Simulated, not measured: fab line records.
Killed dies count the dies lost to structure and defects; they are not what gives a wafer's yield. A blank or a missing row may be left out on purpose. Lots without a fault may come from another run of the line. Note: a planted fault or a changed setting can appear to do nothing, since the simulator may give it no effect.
fab line records	flow n5_finfet
record lots=7	wafers=21	last_day=17
route steps=1938 shown GATE_CUT@489 PASSIVATION@1936
lots with no fault: from the same line, run without faults
start_h: the number of hours between the record's first day and the start of the first shown wafer of the lot	wait_h: time in hours since the lot's previous step	" unchanged from the row above	L1.1+2: one row covering several wafers at once	- value missing, or start not given	* or withheld: withheld	< > ~ a bound
route shown NAME@n: names a module that has steps shown in the file, with the first one's number in the route	usual: mean and standard deviation over wafers with no fault	same: alike in all rows	chamber/n: place in a boat	sites: readings site by site	_std_site: standard deviation across them	_edge_site: outer sites' mean less inner sites'	radius_mm: how far each site lies from the wafer's centre	mask NAME#n: copy n	behind: the most recent tool/chamber to have shaped the wafer	hold: reason for holding the lot/hours on hold/outcome of the hold	device: names the non-switching transistor (n, p or np)	end of line: at the end of the route, the tests of the same wafers	for a step that has no rows: nothing shown but its recipe	killed: the dies lost at the first sort to structure and to defects; this is not the yield of the wafer	map: the dies of a wafer, with x for killed, . for not killed, _ for no die there
set.NAME: setting as actually run; set.NAME@STEP: the setting as run at that earlier step	model.NAME: the simulator's own value behind a step, which no gauge read
lots seen at some steps along the route; tables by step, rows by wafer
services: the hour from which a tool's chamber was out of use, counted from the record's first day as start_h (under 0 if before that day), plus the number of hours and why
## steps
# step N5_GATE_CUT_INSPECT_15
# recipe mode=adi	inspect_instrument=brightfield
# usual raw_defect_count=120/46
lot.wafer	tool	chamber	start_h	wait_h	raw_defect_count
L191.2	defect_inspect-02	-	106.96	0.0	134
L191.3	"	-	"	"	109
L191.5	"	-	"	"	104
L196.2	defect_inspect-02	-	128.81	0.0	109
L196.3	"	-	"	"	145
L196.4	"	-	"	"	172
L197.1	defect_inspect-02	-	134.59	0.1	210
L197.4	"	-	"	"	90
L197.5	"	-	"	"	148
L200.2	defect_inspect-02	-	152.57	0.0	195
L200.3	"	-	"	"	163
L200.5	"	-	"	"	100
L204.2	defect_inspect-02	-	178.10	0.0	114
L204.3	"	-	"	"	157
L204.6	"	-	"	"	126
L205.3	defect_inspect-01	-	186.14	0.0	112
L205.4	"	-	"	"	172
L205.6	"	-	"	"	176
L210.2	defect_inspect-02	-	211.04	0.0	44
L210.5	"	-	"	"	100
L210.6	"	-	"	"	107
# step N5_GATE_CUT_DESCUM_18
# recipe chemistry=O2	time_s=7	source_power_w=50	bias_power_w=20	pressure_mtorr=20	rf_frequency_hz=2.712e+07	temp_c=40	resist=CAR-EUV	o2_flow_sccm=225
# usual drypump_motor_current_A=5.9/0.39	oes_product_au=0.75/0.051	rf_fwd_power_W=49.31/0.22	rf_vpp_V=243.3/1.6	showerhead_plenum_p_Torr=2.10/0.09	throttle_valve_pct=20.42/0.28
lot.wafer	tool	chamber	start_h	wait_h	drypump_motor_current_A	oes_product_au	rf_fwd_power_W	rf_hours_counter_h	rf_vpp_V	showerhead_plenum_p_Torr	throttle_valve_pct
L191.2	rie_diel-05	1	106.99	0.0	6.1	0.72	49.38	194	240.8	1.98	19.98
L191.3	"	2	"	"	5.6	0.69	49.23	214	244.3	2.17	20.71
L191.5	"	0	"	"	5.6	0.78	49.34	-	241.6	2.02	20.59
L196.2	rie_diel-06	2	128.85	0.0	6.4	0.72	49.19	184	242.7	2.10	20.45
L196.3	"	0	"	"	4.9	0.69	49.11	233	241.8	1.99	21.04
L196.4	"	1	"	"	5.8	0.88	49.91	25	242.4	2.13	20.26
L197.1	rie_diel-05	2	134.62	0.0	5.6	0.69	49.35	223	244.3	2.17	20.73
L197.4	"	0	"	"	5.5	0.78	49.38	121	242.8	2.01	20.60
L197.5	"	2	"	"	5.6	0.69	49.47	-	244.1	2.17	20.72
L200.2	rie_diel-06	1	152.60	0.0	5.8	0.87	49.46	33	245.6	2.13	20.28
L200.3	"	2	"	"	6.3	0.72	49.35	192	243.1	2.10	20.47
L200.5	"	3	"	"	6.3	0.81	49.59	-	243.4	2.12	20.39
L204.2	rie_diel-01	1	178.16	0.1	6.3	0.78	49.46	153	245.5	2.20	20.11
L204.3	"	0	"	"	5.4	0.80	49.40	72	244.0	2.22	20.56
L204.6	"	3	"	"	5.7	0.72	49.43	-	245.2	2.16	20.34
L205.3	rie_diel-01	3	186.82	0.7	5.7	0.72	49.17	200	244.7	2.16	20.33
L205.4	"	1	"	"	6.3	0.78	49.80	155	243.4	2.20	20.09
L205.6	"	0	"	"	5.5	0.81	49.38	-	245.0	2.22	20.56
L210.2	rie_diel-05	1	211.08	0.0	6.1	0.70	49.64	227	240.5	1.97	20.04
L210.5	"	1	"	"	6.1	0.70	49.29	-	242.3	1.97	20.02
L210.6	"	0	"	"	5.5	0.76	49.28	-	243.5	2.01	20.66
# step N5_GATE_CUT_ETCH_28
# recipe chemistry=N2/H2	target=underlayer	target_depth_a=130	mask_material=CAR-EUV	time_s=10.4	ion_energy_ev=200	pressure_mtorr=30	source_w=840	bias_w=150	n2_flow_sccm=200	h2_flow_sccm=200	ends=cleared
# step N5_GATE_CUT_ETCH_36
# recipe chemistry=CF4	target=SiARC	target_depth_a=130	mask_material=CAR-EUV	time_s=21.7	ion_energy_ev=80	pressure_mtorr=40	source_w=545	bias_w=36	Ar_flow_sccm=100	cf4_flow_sccm=100	ends=cleared
# step N5_GATE_CUT_ETCH_37
# recipe chemistry=N2/H2	target=SOC	target_depth_a=600	overetch_a=120	mask_material=SiARC	temp_c=40	time_s=90	ion_energy_ev=200	pressure_mtorr=30	source_w=840	bias_w=150	n2_flow_sccm=200	h2_flow_sccm=200
# step N5_GATE_CUT_STRIP_38
# recipe chemistry=N2/H2	temp_c=40	n2_flow_sccm=200	h2_flow_sccm=200	rf_frequency_hz=6e+07
# step N5_GATE_CUT_STRIP_39
# recipe chemistry=N2/H2	temp_c=40	n2_flow_sccm=200	h2_flow_sccm=200	rf_frequency_hz=6e+07
# step N5_GATE_CUT_HM_OPEN_40
# recipe chemistry=C4F6/O2	target=SiO2	mask_material=SiARC	target_depth_a=1390	time_s=85.1	ion_energy_ev=250	pressure_mtorr=30	source_w=345	bias_w=185	Ar_flow_sccm=300	C4F6_flow_sccm=10	O2_flow_sccm=10	ends=cleared
# usual C4F6_flow_sccm=10.00/0.031	drypump_motor_current_A=5.9/0.37	etch_rf_on_time_s=94.6/2	oes_product_au=0.68/0.051	rf_fwd_power_W=341.9/1.2	rf_vpp_V=667/11	showerhead_plenum_p_Torr=2.87/0.11	throttle_valve_pct=20.92/0.22
lot.wafer	tool	chamber	start_h	wait_h	C4F6_flow_sccm	drypump_motor_current_A	etch_rf_on_time_s	oes_product_au	rf_fwd_power_W	rf_hours_counter_h	rf_vpp_V	showerhead_plenum_p_Torr	throttle_valve_pct
L191.2	rie_diel-05	1	107.16	0.0	10.00	6.1	97.2	0.65	341.3	195	659	2.73	20.64
L191.3	"	2	"	"	9.99	5.6	93.5	0.63	340.8	214	684	2.92	21.06
L191.5	"	0	"	"	10.00	5.5	95.9	0.70	342.0	-	681	2.75	21.11
L196.2	rie_diel-06	2	129.01	0.0	10.03	6.4	94.5	0.65	343.0	184	668	2.83	20.82
L196.3	"	0	"	"	9.99	4.9	98.1	0.63	341.7	233	658	2.71	21.51
L196.4	"	1	"	"	10.02	5.8	92.8	0.80	341.8	25	668	2.92	20.96
L197.1	rie_diel-05	2	134.78	0.0	9.99	5.6	91.6	0.62	340.6	223	683	2.91	21.08
L197.4	"	0	"	"	10.03	5.5	92.4	0.69	342.9	121	683	2.74	21.12
L197.5	"	2	"	"	9.99	5.6	95.2	0.63	342.2	-	682	2.91	21.08
L200.2	rie_diel-06	1	152.77	0.0	10.05	5.8	91.9	0.79	340.7	33	667	2.92	20.97
L200.3	"	2	"	"	10.00	6.4	95.6	0.65	341.3	192	667	2.83	20.84
L200.5	"	3	"	"	9.94	6.3	94.9	0.72	341.4	-	662	2.89	20.96
L204.2	rie_diel-01	1	178.32	0.0	10.03	6.3	91.6	0.71	343.9	153	686	2.97	20.54
L204.3	"	0	"	"	10.01	5.4	92.0	0.75	340.1	72	661	3.01	21.05
L204.6	"	3	"	"	10.01	5.7	95.0	0.65	341.7	-	660	2.94	20.86
L205.3	rie_diel-01	3	186.99	0.0	9.98	5.7	97.0	0.65	342.9	200	661	2.94	20.87
L205.4	"	1	"	"	9.97	6.3	93.1	0.70	344.4	155	686	2.97	20.56
L205.6	"	0	"	"	9.98	5.5	93.7	0.74	342.7	-	663	3.00	21.06
L210.2	rie_diel-05	1	211.25	0.0	9.99	6.1	92.5	0.63	340.1	227	656	2.71	20.67
L210.5	"	1	"	"	9.99	6.1	95.9	0.63	341.6	-	657	2.71	20.68
L210.6	"	0	"	"	10.03	5.6	93.3	0.67	343.9	-	682	2.73	21.14
# step N5_GATE_CUT_STRIP_41
# recipe chemistry=CF4	resist=SiARC	power_w=300	bias_power_w=75	pressure_mtorr=50	cf4_flow_sccm=150	rf_frequency_hz=6e+07
# usual drypump_motor_current_A=5.9/0.37	oes_product_au=0.175/0.013	rf_fwd_power_W=293.1/1.4	rf_vpp_V=271.4/1.7	showerhead_plenum_p_Torr=1.81/0.066	throttle_valve_pct=13.59/0.2
lot.wafer	tool	chamber	start_h	wait_h	drypump_motor_current_A	oes_product_au	rf_fwd_power_W	rf_hours_counter_h	rf_vpp_V	showerhead_plenum_p_Torr	throttle_valve_pct
L191.2	rie_diel-05	1	107.22	0.0	6.1	0.169	294.2	195	268.4	1.72	13.43
L191.3	"	2	"	"	5.6	0.164	293.9	214	273.0	1.84	13.76
L191.5	"	0	"	"	5.5	0.176	292.6	-	271.3	1.74	13.74
L196.2	rie_diel-06	2	129.07	0.0	6.3	0.169	292.7	184	271.0	1.79	13.56
L196.3	"	0	"	"	4.9	0.163	292.6	233	271.0	1.70	14.15
L196.4	"	1	"	"	5.8	0.207	293.9	25	271.9	1.83	13.42
L197.1	rie_diel-05	2	134.84	0.0	5.6	0.158	291.9	224	273.9	1.83	13.79
L197.4	"	0	"	"	5.5	0.171	293.5	121	269.5	1.74	13.77
L197.5	"	2	"	"	5.6	0.161	290.7	-	272.5	1.83	13.78
L200.2	rie_diel-06	1	152.83	0.0	5.8	0.204	293.8	33	272.3	1.83	13.42
L200.3	"	2	"	"	6.4	0.162	291.7	192	270.9	1.79	13.58
L200.5	"	3	"	"	6.3	0.187	294.4	-	272.3	1.84	13.59
L204.2	rie_diel-01	1	178.38	0.0	6.3	0.181	295.6	153	272.8	1.85	13.21
L204.3	"	0	"	"	5.5	0.195	292.3	72	272.3	1.90	13.65
L204.6	"	3	"	"	5.7	0.162	291.8	-	273.2	1.85	13.57
L205.3	rie_diel-01	3	187.05	0.0	5.7	0.161	293.4	200	273.1	1.85	13.60
L205.4	"	1	"	"	6.3	0.183	296.9	155	272.8	1.85	13.22
L205.6	"	0	"	"	5.4	0.188	292.5	-	273.5	1.90	13.66
L210.2	rie_diel-05	1	211.31	0.0	6.1	0.162	292.0	227	267.9	1.71	13.51
L210.5	"	1	"	"	6.1	0.159	292.1	-	269.9	1.71	13.51
L210.6	"	0	"	"	5.5	0.169	293.1	-	269.3	1.73	13.82
# step N5_GATE_CUT_STRIP_42
# recipe chemistry=O2	power_w=400	temp_c=40	pressure_mtorr=30	rf_frequency_hz=6e+07	bias_power_w=0	overash_fraction=0.3	o2_flow_sccm=225
# usual drypump_motor_current_A=5.9/0.37	oes_product_au=0.76/0.053	rf_vpp_V=3.6/0.55	showerhead_plenum_p_Torr=2.11/0.089	throttle_valve_pct=16.66/0.23
# same overash_fraction=0.3
lot.wafer	tool	chamber	start_h	wait_h	drypump_motor_current_A	oes_product_au	rf_hours_counter_h	rf_vpp_V	showerhead_plenum_p_Torr	throttle_valve_pct
L191.2	rie_diel-05	1	107.24	0.0	6.1	0.73	195	3.5	1.98	16.34
L191.3	"	2	"	"	5.6	0.69	214	3.0	2.17	16.91
L191.5	"	0	"	"	5.5	0.78	-	3.5	2.02	16.81
L196.2	rie_diel-06	2	129.09	0.0	6.4	0.73	184	4.8	2.10	16.69
L196.3	"	0	"	"	4.9	0.70	233	2.6	2.00	17.30
L196.4	"	1	"	"	5.8	0.90	25	3.2	2.14	16.51
L197.1	rie_diel-05	2	134.86	0.0	5.6	0.69	224	3.0	2.17	16.96
L197.4	"	0	"	"	5.5	0.78	121	3.8	2.02	16.84
L197.5	"	2	"	"	5.6	0.69	-	2.9	2.17	16.94
L200.2	rie_diel-06	1	152.85	0.0	5.9	0.87	33	4.6	2.13	16.51
L200.3	"	2	"	"	6.3	0.72	192	2.8	2.10	16.71
L200.5	"	3	"	"	6.3	0.80	-	3.3	2.12	16.61
L204.2	rie_diel-01	1	178.40	0.0	6.3	0.77	153	3.0	2.20	16.38
L204.3	"	0	"	"	5.5	0.81	72	3.3	2.22	16.74
L204.6	"	3	"	"	5.7	0.72	-	4.5	2.17	16.63
L205.3	rie_diel-01	3	187.07	0.0	5.7	0.72	200	3.7	2.16	16.63
L205.4	"	1	"	"	6.3	0.77	155	3.1	2.20	16.38
L205.6	"	0	"	"	5.5	0.81	-	4.0	2.22	16.74
L210.2	rie_diel-05	1	211.33	0.0	6.1	0.70	227	4.4	1.97	16.42
L210.5	"	1	"	"	6.1	0.70	-	3.2	1.97	16.41
L210.6	"	0	"	"	5.5	0.76	-	5.0	2.01	16.88
# step N5_GATE_CUT_ETCH_19
# recipe chemistry=CH3F/O2	target=SiNx	mask_material=SiO2	target_depth_a=537	time_s=76.7	pressure_mtorr=30	source_w=395	bias_w=73	Ar_flow_sccm=150	CH3F_flow_sccm=30	O2_flow_sccm=20	ion_energy_ev=120	ends=cleared
# step N5_GATE_CUT_CUT_ETCH_53
# recipe chemistry=SF6/Cl2	target=W	mask_material=SiO2	target_depth_a=792	pressure_mtorr=8	icp_w=900	bias_w=80	SF6_flow_sccm=40	Cl2_flow_sccm=60	ends=cleared
# step N5_GATE_CUT_CUT_ETCH_54
# recipe chemistry=Cl2/BCl3	target=TiN	mask_material=SiO2	target_depth_a=967	pressure_mtorr=10	icp_w=1000	bias_w=126	Cl2_flow_sccm=53.25	bcl3_flow_sccm=21.75	Ar_flow_sccm=25	ends=cleared
# usual drypump_motor_current_A=5.9/0.44	etch_rf_on_time_s=36.8/1.3	oes_product_au=0.65/0.095	rf_fwd_power_W=976/3.2	throttle_valve_pct=22.32/0.25
lot.wafer	tool	chamber	start_h	wait_h	drypump_motor_current_A	etch_rf_on_time_s	oes_product_au	rf_fwd_power_W	rf_hours_counter_h	throttle_valve_pct
L191.2	rie_metal-02	1	107.53	0.1	6.4	37.4	0.58	976	-	22.02
L191.3	"	1	"	"	6.4	37.2	0.58	981	-	22.01
L191.5	"	1	"	"	6.4	37.1	0.58	976	-	22.02
L196.2	rie_metal-02	0	129.30	0.0	6.3	37.4	0.84	970	2	22.32
L196.3	"	1	"	"	6.4	25.4	0.73	971	-	21.79
L196.4	"	0	"	"	6.3	37.2	0.84	971	-	22.32
L197.1	rie_metal-02	1	135.07	0.0	6.4	25.5	0.73	973	103	21.78
L197.4	"	0	"	"	6.3	37.1	0.85	976	-	22.32
L197.5	"	1	"	"	6.4	25.3	0.73	971	-	21.78
L200.2	rie_metal-02	1	153.06	0.0	6.4	25.6	0.73	976	105	21.79
L200.3	"	0	"	"	6.4	37.6	0.82	978	-	22.33
L200.5	"	1	"	"	6.4	25.6	0.72	976	-	21.78
L204.2	rie_metal-03	1	178.61	0.0	5.5	37.3	0.69	977	52	22.77
L204.3	"	1	"	"	5.4	37.4	0.69	975	-	22.79
L204.6	"	1	"	"	5.5	37.1	0.69	978	-	22.79
L205.3	rie_metal-03	0	187.31	0.0	5.6	33.9	0.62	975	-	22.37
L205.4	"	1	"	"	5.5	37.2	0.69	973	-	22.78
L205.6	"	0	"	"	5.6	33.7	0.62	975	-	22.36
L210.2	rie_metal-01	1	211.54	0.0	5.4	36.1	0.64	975	76	22.11
L210.5	"	0	"	"	5.5	38.0	0.54	974	-	22.41
L210.6	"	1	"	"	5.4	36.4	0.64	972	-	22.10
# step N5_GATE_CUT_CUT_ETCH_55
# recipe chemistry=BCl3	target=HfO2	mask_material=SiO2	target_depth_a=32	ion_energy_ev=30	pressure_mtorr=5	icp_w=450	bias_w=18	bcl3_flow_sccm=80
# usual drypump_motor_current_A=5.9/0.44	oes_product_au=0.72/0.11	rf_fwd_power_W=439.1/1.5	throttle_valve_pct=33.2/0.48
lot.wafer	tool	chamber	start_h	wait_h	drypump_motor_current_A	oes_product_au	rf_fwd_power_W	rf_hours_counter_h	throttle_valve_pct
L191.2	rie_metal-02	1	107.64	0.1	6.4	0.65	440.9	-	32.5
L191.3	"	1	"	"	6.4	0.65	439.2	-	32.5
L191.5	"	1	"	"	6.4	0.65	438.1	-	32.5
L196.2	rie_metal-02	0	129.36	0.0	6.3	0.94	441.5	2	33.3
L196.3	"	1	"	"	6.4	0.64	439.3	-	32.5
L196.4	"	0	"	"	6.4	0.94	442.6	-	33.2
L197.1	rie_metal-02	1	135.13	0.0	6.4	0.64	438.1	103	32.5
L197.4	"	0	"	"	6.3	0.93	438.0	-	33.2
L197.5	"	1	"	"	6.4	0.64	439.8	-	32.5
L200.2	rie_metal-02	1	153.12	0.0	6.4	0.64	438.4	105	32.5
L200.3	"	0	"	"	6.3	0.92	437.6	-	33.2
L200.5	"	1	"	"	6.4	0.64	438.6	-	32.5
L204.2	rie_metal-03	1	178.67	0.0	5.5	0.78	440.4	52	34.1
L204.3	"	1	"	"	5.5	0.77	440.3	-	34.1
L204.6	"	1	"	"	5.5	0.79	440.8	-	34.1
L205.3	rie_metal-03	0	187.36	0.0	5.5	0.66	440.9	-	33.3
L205.4	"	1	"	"	5.5	0.77	438.8	-	34.1
L205.6	"	0	"	"	5.5	0.66	438.5	-	33.3
L210.2	rie_metal-01	1	211.60	0.0	5.4	0.70	437.4	76	32.9
L210.5	"	0	"	"	5.5	0.61	439.4	-	33.2
L210.6	"	1	"	"	5.4	0.70	438.5	-	32.9
# step N5_PASSIVATION_PROBE_49
# usual killed_at_M0_to_M3=37/12	killed_at_M4_up=14/5.3	killed_at_contacts=12/6.2	killed_at_front_end=41/11	killed_at_other=3.7/2.9	killed_dies=107/17	killed_on_rim=14/4.4	killed_open=71/12	killed_short=34/7.9
# same gross_dies=1180	killed_at_back_side=0
lot.wafer	tool	chamber	start_h	wait_h	killed_at_M0_to_M3	killed_at_M4_up	killed_at_contacts	killed_at_front_end	killed_at_other	killed_dies	killed_on_rim	killed_open	killed_short
L191.2	prober-01	-	286.12	0.1	74	7	11	37	4	133	22	93	38
L191.3	prober-01	-	286.17	0.1	27	14	16	45	5	107	14	83	23
L191.5	prober-01	-	286.27	0.2	40	22	14	36	3	115	13	82	33
L197.1	prober-02	-	325.04	0.0	21	14	12	34	8	89	11	58	29
L197.4	prober-02	-	325.19	0.2	30	13	18	49	2	112	18	75	35
L197.5	prober-02	-	325.24	0.2	38	9	8	49	5	109	16	69	39
L196.2	prober-01	-	325.89	0.1	76	9	13	50	4	152	16	99	47
L196.3	prober-01	-	325.94	0.1	74	7	6	32	3	122	14	76	41
L196.4	prober-01	-	325.99	0.2	67	15	14	40	9	145	20	101	42
L200.2	prober-02	-	352.86	0.1	32	14	18	48	1	113	10	70	42
L200.3	prober-02	-	352.91	0.1	22	12	16	61	6	117	18	67	43
L200.5	prober-02	-	353.01	0.2	29	8	7	45	3	92	10	64	24
L204.2	prober-01	-	374.77	0.1	24	11	17	27	0	79	7	56	21
L204.3	prober-01	-	374.82	0.1	30	15	16	41	3	105	20	76	28
L204.6	prober-01	-	374.97	0.3	52	21	22	35	1	131	17	92	38
L205.3	prober-02	-	389.10	0.1	31	7	12	20	9	79	10	50	29
L205.4	prober-02	-	389.15	0.2	31	18	12	53	3	117	11	78	32
L205.6	prober-02	-	389.25	0.3	52	19	18	32	5	126	21	80	40
L210.2	prober-01	-	403.46	0.1	28	21	10	54	1	114	26	70	35
L210.5	prober-01	-	403.61	0.2	42	20	11	55	0	128	16	90	38
L210.6	prober-01	-	403.66	0.3	32	12	6	63	1	114	15	73	40
# killed by level:class
L191.2 BEOL_M3:geometric_particle:open=18 BEOL_M2:geometric_particle:open=14 BEOL_M0_SAQP:geometric_particle:short=13 STI_FIN_REVEAL:geometric_particle:open=11 BEOL_M1:geometric_particle:open=11 MOL_CONTACT_COAG:geometric_particle:open=10 FIN_SAQP:geometric_particle:open=7 BEOL_M0_SAQP:geometric_particle:open=5
L191.3 STI_FIN_REVEAL:geometric_particle:open=15 MOL_CONTACT_COAG:geometric_particle:open=12 BEOL_M0_SAQP:geometric_particle:open=8 FIN_SAQP:geometric_particle:open=7 FIN_SAQP:geometric_particle:short=6 BEOL_M3:geometric_particle:open=6 STARTING-WAFER:geometric_particle:open=5 MOL_CONTACT_COAG:geometric_particle:short=4
L191.5 MOL_CONTACT_COAG:geometric_particle:open=12 BEOL_M4:geometric_particle:open=12 STI_FIN_REVEAL:geometric_particle:open=10 BEOL_M3:geometric_particle:open=8 FIN_SAQP:geometric_particle:open=7 BEOL_M1:geometric_particle:open=7 BEOL_M0_SAQP:geometric_particle:short=7 FIN_SAQP:geometric_particle:short=6
L197.1 MOL_CONTACT_COAG:geometric_particle:open=9 BEOL_M2:geometric_particle:open=9 DUMMY_GATE:geometric_particle:open=7 FIN_SAQP:geometric_particle:open=5 STI_FIN_REVEAL:geometric_particle:open=5 ILD0:geometric_particle:short=4 BEOL_M2:geometric_particle:short=4 STARTING-WAFER:geometric_particle:open=4
L197.4 FIN_SAQP:geometric_particle:short=18 MOL_CONTACT_COAG:geometric_particle:open=16 BEOL_M2:geometric_particle:open=14 FIN_SAQP:geometric_particle:open=10 DUMMY_GATE:geometric_particle:open=7 STI_FIN_REVEAL:geometric_particle:open=6 BEOL_M0_SAQP:geometric_particle:short=5 BEOL_M5:geometric_particle:open=4
L197.5 FIN_SAQP:geometric_particle:short=13 FIN_SAQP:geometric_particle:open=9 BEOL_M0_SAQP:geometric_particle:open=9 STI_FIN_REVEAL:geometric_particle:open=8 DUMMY_GATE:geometric_particle:open=8 BEOL_M2:geometric_particle:open=8 MOL_CONTACT_COAG:geometric_particle:open=7 BEOL_M0_SAQP:geometric_particle:short=7
L196.2 BEOL_M2:geometric_particle:open=16 BEOL_M0_SAQP:geometric_particle:open=15 MOL_CONTACT_COAG:geometric_particle:open=13 BEOL_M0_SAQP:geometric_particle:short=13 FIN_SAQP:geometric_particle:open=11 BEOL_M1:geometric_particle:open=10 BEOL_M3:geometric_particle:open=7 BEOL_M2:geometric_particle:short=6
L196.3 BEOL_M0_SAQP:geometric_particle:short=20 BEOL_M0_SAQP:geometric_particle:open=19 BEOL_M2:geometric_particle:open=8 FIN_SAQP:geometric_particle:open=7 STI_FIN_REVEAL:geometric_particle:open=6 MOL_CONTACT_COAG:geometric_particle:open=6 BEOL_M1:geometric_particle:open=6 BEOL_M2:geometric_particle:short=6
L196.4 BEOL_M0_SAQP:geometric_particle:open=25 BEOL_M0_SAQP:geometric_particle:short=14 MOL_CONTACT_COAG:geometric_particle:open=13 FIN_SAQP:geometric_particle:open=10 BEOL_M1:geometric_particle:open=9 BEOL_M2:geometric_particle:open=7 STI_FIN_REVEAL:geometric_particle:open=6 DUMMY_GATE:geometric_particle:open=5
L200.2 STI_FIN_REVEAL:geometric_particle:open=14 MOL_CONTACT_COAG:geometric_particle:open=12 DUMMY_GATE:geometric_particle:open=9 BEOL_M0_SAQP:geometric_particle:short=8 GATE_CUT:geometric_particle:short=7 BEOL_M0_SAQP:geometric_particle:open=7 FIN_SAQP:geometric_particle:short=6 MOL_CONTACT_COAG:geometric_particle:short=6
L200.3 MOL_CONTACT_COAG:geometric_particle:open=13 STI_FIN_REVEAL:geometric_particle:open=10 FIN_SAQP:geometric_particle:open=7 FIN_SAQP:geometric_particle:short=7 GATE_CUT:geometric_particle:short=7 DUMMY_GATE:geometric_particle:open=6 BEOL_M0_SAQP:geometric_particle:open=6 STARTING-WAFER:geometric_particle:short=6
L200.5 STI_FIN_REVEAL:geometric_particle:open=12 DUMMY_GATE:geometric_particle:open=7 BEOL_M2:geometric_particle:open=7 MOL_CONTACT_COAG:geometric_particle:open=7 BEOL_M0_SAQP:geometric_particle:open=7 BEOL_M0_SAQP:geometric_particle:short=6 GATE_CUT:geometric_particle:short=4 BEOL_M4:geometric_particle:open=4
L204.2 MOL_CONTACT_COAG:geometric_particle:open=14 FIN_SAQP:geometric_particle:open=8 FIN_SAQP:geometric_particle:short=8 BEOL_M2:geometric_particle:open=6 STI_FIN_REVEAL:geometric_particle:open=4 BEOL_M0_SAQP:geometric_particle:open=4 BEOL_M1:geometric_particle:open=4 BEOL_M0_SAQP:geometric_particle:short=3
L204.3 MOL_CONTACT_COAG:geometric_particle:open=15 FIN_SAQP:geometric_particle:open=10 STI_FIN_REVEAL:geometric_particle:open=9 BEOL_M0_SAQP:geometric_particle:short=9 DUMMY_GATE:geometric_particle:open=5 BEOL_M0_SAQP:geometric_particle:open=5 BEOL_M2:geometric_particle:open=5 STARTING-WAFER:geometric_particle:open=5
L204.6 MOL_CONTACT_COAG:geometric_particle:open=18 STI_FIN_REVEAL:geometric_particle:open=14 BEOL_M2:geometric_particle:open=12 BEOL_M0_SAQP:geometric_particle:short=10 BEOL_M3:geometric_particle:open=9 BEOL_M4:geometric_particle:open=7 BEOL_M0_SAQP:geometric_particle:open=7 FIN_SAQP:geometric_particle:open=5
L205.3 MOL_CONTACT_COAG:geometric_particle:open=11 BEOL_M1:geometric_particle:open=8 BEOL_M2:geometric_particle:open=8 PAD_METAL:geometric_particle:short=6 STI_FIN_REVEAL:geometric_particle:open=4 BEOL_M0_SAQP:geometric_particle:short=4 FIN_SAQP:geometric_particle:short=3 BEOL_M0:geometric_particle:open=3
L205.4 STI_FIN_REVEAL:geometric_particle:open=22 MOL_CONTACT_COAG:geometric_particle:open=9 BEOL_M4:geometric_particle:open=9 BEOL_M0_SAQP:geometric_particle:open=8 GATE_CUT:geometric_particle:short=6 BEOL_M2:geometric_particle:open=6 STI_FIN_REVEAL:geometric_particle:short=5 BEOL_M0_SAQP:geometric_particle:short=5
L205.6 MOL_CONTACT_COAG:geometric_particle:open=11 BEOL_M0_SAQP:geometric_particle:open=11 BEOL_M3:geometric_particle:open=9 BEOL_M0_SAQP:geometric_particle:short=8 BEOL_M2:geometric_particle:open=8 BEOL_M4:geometric_particle:open=8 MOL_CONTACT_COAG:geometric_particle:short=6 GATE_CUT:geometric_particle:short=5
L210.2 FIN_SAQP:geometric_particle:open=19 BEOL_M4:geometric_particle:open=8 FIN_SAQP:geometric_particle:short=7 BEOL_M0_SAQP:geometric_particle:short=7 BEOL_M3:geometric_particle:open=7 MOL_CONTACT_COAG:geometric_particle:open=6 HKMG_FIN:area_etch=6 STI_FIN_REVEAL:geometric_particle:open=4
L210.5 FIN_SAQP:geometric_particle:open=23 FIN_SAQP:geometric_particle:short=12 BEOL_M4:geometric_particle:open=11 MOL_CONTACT_COAG:geometric_particle:open=10 STI_FIN_REVEAL:geometric_particle:open=7 BEOL_M3:geometric_particle:open=7 BEOL_M3:geometric_particle:short=7 BEOL_M2:geometric_particle:open=6
L210.6 FIN_SAQP:geometric_particle:open=20 FIN_SAQP:geometric_particle:short=14 BEOL_M3:geometric_particle:open=8 GATE_CUT:geometric_particle:short=7 STI_FIN_REVEAL:geometric_particle:open=6 GATE_CUT:geometric_particle:open=6 BEOL_M0:geometric_particle:open=6 BEOL_M1:geometric_particle:open=6
## services
tool	chamber	start_h	hours	kind
rie_metal-02	0	83.84	-	clean
rie_metal-02	0	83.84	23.6	scheduled_down
rie_metal-02	0	83.84	23.6	vent_cycle
rie_diel-06	3	91.32	4.9	repair
rie_diel-06	2	124.88	3.2	repair
rie_diel-05	0	157.45	2.8	repair
rie_metal-01	-	171.73	28.1	pm
rie_diel-06	2	201.30	23.7	repair
rie_diel-06	3	202.27	7.3	repair
## key
first_sign step=N5_GATE_CUT_CUT_ETCH_54	reading=etch_rf_on_time_s	direction=down	sigmas=8.6	usual=*	struck=*
effect step=N5_GATE_CUT_CUT_ETCH_54	reading=throttle_valve_pct	direction=down	sigmas=2.1	usual=*	struck=*
met_at N5_GATE_CUT_CUT_ETCH_54
struck_wafers L196.3,L197.1,L197.5,L200.2,L200.5
tester_left_out L196,L197,L200
onset_between 107.53 129.30
fault kind=process_parameter_drift	tool=rie_metal-02	chamber=1	onset_h=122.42	steps=N5_GATE_CUT_CUT_ETCH_54	channel=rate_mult	offset=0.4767	shape=step	end_h=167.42
# tester_left_out: of these lots the tester's yield and bins aren't shown, on N5 and GAA mostly nor the transistor test; their killed dies are dies lost to structure and defects alone, not to doping, threshold or leakage, so they don't give the yield
